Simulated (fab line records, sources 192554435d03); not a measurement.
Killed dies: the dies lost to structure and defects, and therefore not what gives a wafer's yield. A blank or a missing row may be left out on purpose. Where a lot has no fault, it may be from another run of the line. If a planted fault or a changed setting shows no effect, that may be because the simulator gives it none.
Shared-tool check + flow n5-finfet + Sample size 10 lots and 30 wafers

WHY IT WAS OPENED
At N5_MOL_CONTACT_COAG_CD_MEAS_08 the reading cd-nm is flagged on 3 of 10 lots. Fault-free wafers read 27.97 nm, with a standard deviation of 0.22.
Rule: a lot gets a flag if all its wafers with a number sit over 4 standard deviations from that mean, or if no wafer of it has a number. All remaining lots are regarded as sound.

| lot  | measured     | on        | cd-nm (nm), wafer by wafer | flag    |
|------|--------------|-----------|----------------------------|---------|
| L614 | day 4 19:53  | cd-sem-03 | 28.05 27.45 27.89          |         |
| L615 | day 5 02:26  | cd-sem-01 | 27.88 28.26 28.19          |         |
| L616 | day 5 02:59  | cd-sem-03 | 27.60 28.23 27.94          |         |
| L620 | day 6 04:10  | cd-sem-01 | 27.66 27.91 27.53          |         |
| L622 | day 6 14:35  | cd-sem-01 | 25.15 25.14 25.37          | FLAGGED |
| L621 | day 6 15:23  | cd-sem-02 | 25.71 26.16 25.59          | FLAGGED |
| L623 | day 6 20:13  | cd-sem-03 | 26.36 26.61 26.02          | FLAGGED |
| L630 | day 8 19:37  | cd-sem-03 | 27.92 28.17 28.08          |         |
| L635 | day 10 00:52 | cd-sem-01 | 27.70 27.59 27.96          |         |
| L637 | day 10 20:51 | cd-sem-02 | 28.07 28.13 27.82          |         |
Average over the flagged lots: 25.79 nm; offset from the usual -2.18 nm, equal to -10 standard deviations.

LOT BY LOT: THE TOOL USED
The record holds 4 process steps before the reading, out of a route of 1938 steps. Read each cell as the tool, then ch plus the chambers that the sampled wafers visited, then the start.
| lot  | flag    | N5_GATE_CUT_CUT_ETCH_54           | N5_GATE_CUT_VAPOR_ETCH_48         | N5_GATE_CUT_VAPOR_ETCH_49         | N5_MOL_CONTACT_COAG_EXPOSE_05     |
|------|---------|-----------------------------------|-----------------------------------|-----------------------------------|-----------------------------------|
| L614 |         | rie-metal-03 ch 1, day 4 16:40    | rie-metal-03 ch 1, day 4 16:47    | rie-metal-03 ch 1, day 4 16:49    | euv-scanner-02 ch 0, day 4 19:46  |
| L615 |         | rie-metal-01 ch 0,1, day 4 22:41  | rie-metal-01 ch 0,1, day 4 22:48  | rie-metal-01 ch 0,1, day 4 22:50  | euv-scanner-02 ch 0, day 5 02:19  |
| L616 |         | rie-metal-02 ch 0,1, day 4 23:40  | rie-metal-02 ch 0,1, day 4 23:47  | rie-metal-02 ch 0,1, day 4 23:49  | euv-scanner-01 ch 0, day 5 02:52  |
| L620 |         | rie-metal-01 ch 0,1, day 6 00:46  | rie-metal-01 ch 0,1, day 6 00:53  | rie-metal-01 ch 0,1, day 6 00:55  | euv-scanner-02 ch 0, day 6 04:02  |
| L622 | FLAGGED | rie-metal-02 ch 0,1, day 6 11:22  | rie-metal-02 ch 0,1, day 6 11:29  | rie-metal-02 ch 0,1, day 6 11:31  | euv-scanner-02 ch 0, day 6 14:27  |
| L621 | FLAGGED | rie-metal-03 ch 0,1, day 6 12:09  | rie-metal-03 ch 0,1, day 6 12:16  | rie-metal-03 ch 0,1, day 6 12:18  | euv-scanner-02 ch 0, day 6 15:15  |
| L623 | FLAGGED | rie-metal-03 ch 0,1, day 6 17:00  | rie-metal-03 ch 0,1, day 6 17:07  | rie-metal-03 ch 0,1, day 6 17:09  | euv-scanner-02 ch 0, day 6 20:05  |
| L630 |         | rie-metal-01 ch 0,1, day 8 16:17  | rie-metal-01 ch 0,1, day 8 16:25  | rie-metal-01 ch 0,1, day 8 16:26  | euv-scanner-01 ch 0, day 8 19:29  |
| L635 |         | rie-metal-03 ch 0,1, day 9 21:31  | rie-metal-03 ch 0,1, day 9 21:38  | rie-metal-03 ch 0,1, day 9 21:40  | euv-scanner-01 ch 0, day 10 00:44 |
| L637 |         | rie-metal-02 ch 0,1, day 10 17:30 | rie-metal-02 ch 0,1, day 10 17:37 | rie-metal-02 ch 0,1, day 10 17:39 | euv-scanner-01 ch 0, day 10 20:43 |
What these steps do:
- N5_GATE_CUT_CUT_ETCH_54: etches TiN in Cl2/BCl3, target depth 96.7 nm.
- N5_GATE_CUT_VAPOR_ETCH_48: etches TiN in BCl3/Cl2.
- N5_GATE_CUT_VAPOR_ETCH_49: etches TiAlC in BCl3/Cl2.
- N5_MOL_CONTACT_COAG_EXPOSE_05: exposes mask CA, defocus 0 nm.
- N5_MOL_CONTACT_COAG_CD_MEAS_08: target cd 28 nm.

FLAGGED AGAINST TOTAL, ONE TOOL AT A TIME (gauges that did the reading follow at the end)
| step                           | tool           | lots run | flagged | share of the flagged lots | sound lots run after its first flagged lot |
|--------------------------------|----------------|----------|---------|---------------------------|--------------------------------------------|
| N5_GATE_CUT_CUT_ETCH_54        | rie-metal-01   | 3        | 0       | none                      | -                                          |
| N5_GATE_CUT_CUT_ETCH_54        | rie-metal-02   | 3        | 1       | some                      | 1 (L637)                                   |
| N5_GATE_CUT_CUT_ETCH_54        | rie-metal-03   | 4        | 2       | some                      | 1 (L635)                                   |
| N5_GATE_CUT_VAPOR_ETCH_48      | rie-metal-01   | 3        | 0       | none                      | -                                          |
| N5_GATE_CUT_VAPOR_ETCH_48      | rie-metal-02   | 3        | 1       | some                      | 1 (L637)                                   |
| N5_GATE_CUT_VAPOR_ETCH_48      | rie-metal-03   | 4        | 2       | some                      | 1 (L635)                                   |
| N5_GATE_CUT_VAPOR_ETCH_49      | rie-metal-01   | 3        | 0       | none                      | -                                          |
| N5_GATE_CUT_VAPOR_ETCH_49      | rie-metal-02   | 3        | 1       | some                      | 1 (L637)                                   |
| N5_GATE_CUT_VAPOR_ETCH_49      | rie-metal-03   | 4        | 2       | some                      | 1 (L635)                                   |
| N5_MOL_CONTACT_COAG_EXPOSE_05  | euv-scanner-01 | 4        | 0       | none                      | -                                          |
| N5_MOL_CONTACT_COAG_EXPOSE_05  | euv-scanner-02 | 6        | 3       | all                       | 0                                          |
| N5_MOL_CONTACT_COAG_CD_MEAS_08 | cd-sem-01      | 4        | 1       | some                      | 1 (L635)                                   |
| N5_MOL_CONTACT_COAG_CD_MEAS_08 | cd-sem-02      | 2        | 1       | some                      | 1 (L637)                                   |
| N5_MOL_CONTACT_COAG_CD_MEAS_08 | cd-sem-03      | 4        | 1       | some                      | 1 (L630)                                   |

WHAT THE TABLE ALLOWS
1 row of the table ran every flagged lot: euv-scanner-02 at N5_MOL_CONTACT_COAG_EXPOSE_05.
- euv-scanner-02 at N5_MOL_CONTACT_COAG_EXPOSE_05: 3 of its 6 lots flagged. Its last sound lot is L620 (day 6 04:02), its first flagged lot L622 (day 6 14:27): a fault that began between those two fits. Its own readings lie more than 4 standard deviations out on every wafer of the flagged lots: exposure-dose-mJ-cm2.
euv-scanner-02 at N5_MOL_CONTACT_COAG_EXPOSE_05 is the single tool remaining.

WHAT THE SIMULATOR HAD INSERTED
Drift in process parameters on euv-scanner-02 at N5_MOL_CONTACT_COAG_EXPOSE_05, starting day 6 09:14. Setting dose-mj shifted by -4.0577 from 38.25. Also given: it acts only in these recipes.
Struck lots among those shown: L622, L621, L623. The rule above reached the same finding.
